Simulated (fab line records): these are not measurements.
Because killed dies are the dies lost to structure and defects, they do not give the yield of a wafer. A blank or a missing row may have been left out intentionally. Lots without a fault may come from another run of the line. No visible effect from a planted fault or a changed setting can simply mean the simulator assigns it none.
Matching of chambers :: flow nand-harc :: NHARC_A_CHANNEL_HOLE_D1_DEP_01 on pecvd-04: 3 sister chambers
The step deposits SiON, target thk 140 nm. 3 wafers are shown with their chamber, then 12 later ones without.

== WAFERS, EACH WITH ITS CHAMBER ==
wafer: L081.5
chamber: 2
heater-power-w (W): 745

wafer: L084.4
chamber: 0
heater-power-w (W): 665

wafer: L084.5
chamber: 1
heater-power-w (W): 784

== WAFERS WITH NO CHAMBER GIVEN ==
wafer: L087.2
heater-power-w (W): 723

wafer: L087.3
heater-power-w (W): 816

wafer: L087.4
heater-power-w (W): 708

wafer: L088.1
heater-power-w (W): 761

wafer: L088.4
heater-power-w (W): 813

wafer: L088.5
heater-power-w (W): 761

wafer: L091.2
heater-power-w (W): 758

wafer: L091.3
heater-power-w (W): 799

wafer: L091.4
heater-power-w (W): 768

wafer: L093.1
heater-power-w (W): 728

wafer: L093.5
heater-power-w (W): 868

wafer: L093.6
heater-power-w (W): 849

== CHAMBER TAKEN BY EACH ==
wafer: L087.2
from the rows above: can't be placed: 2 or 0 or 1
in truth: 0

wafer: L087.3
from the rows above: can't be placed: 1 or 2
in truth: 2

wafer: L087.4
from the rows above: can't be placed: 2 or 0 or 1
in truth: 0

wafer: L088.1
from the rows above: can't be placed: 2 or 1
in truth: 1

wafer: L088.4
from the rows above: can't be placed: 1 or 2
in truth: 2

wafer: L088.5
from the rows above: can't be placed: 2 or 1
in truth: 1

wafer: L091.2
from the rows above: can't be placed: 2 or 1
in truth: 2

wafer: L091.3
from the rows above: can't be placed: 1 or 2
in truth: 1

wafer: L091.4
from the rows above: can't be placed: 1 or 2
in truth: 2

wafer: L093.1
from the rows above: can't be placed: 2 or 1 or 0
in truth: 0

wafer: L093.5
from the rows above: can't be placed: 1 or 2
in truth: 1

wafer: L093.6
from the rows above: can't be placed: 1 or 2
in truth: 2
Placed correctly: 0 of 12. Unplaceable from these rows: 12, with the true chamber sitting among the candidates in 12. Number placed wrongly: 0.
How it was worked out, from the rows above alone: a wafer's distance from a chamber is the root of the sum, over the readings, of the square of ((its reading less the chamber's mean) divided by the reading's scatter). If the next closest chamber is less than 2 further off than the closest, the wafer can't be placed; otherwise it belongs to the closest. The mean given for a chamber averages the wafers shown for that chamber. The scatter: root of mean squared gap, hidden wafer to nearest shown wafer, with one shown wafer a chamber.
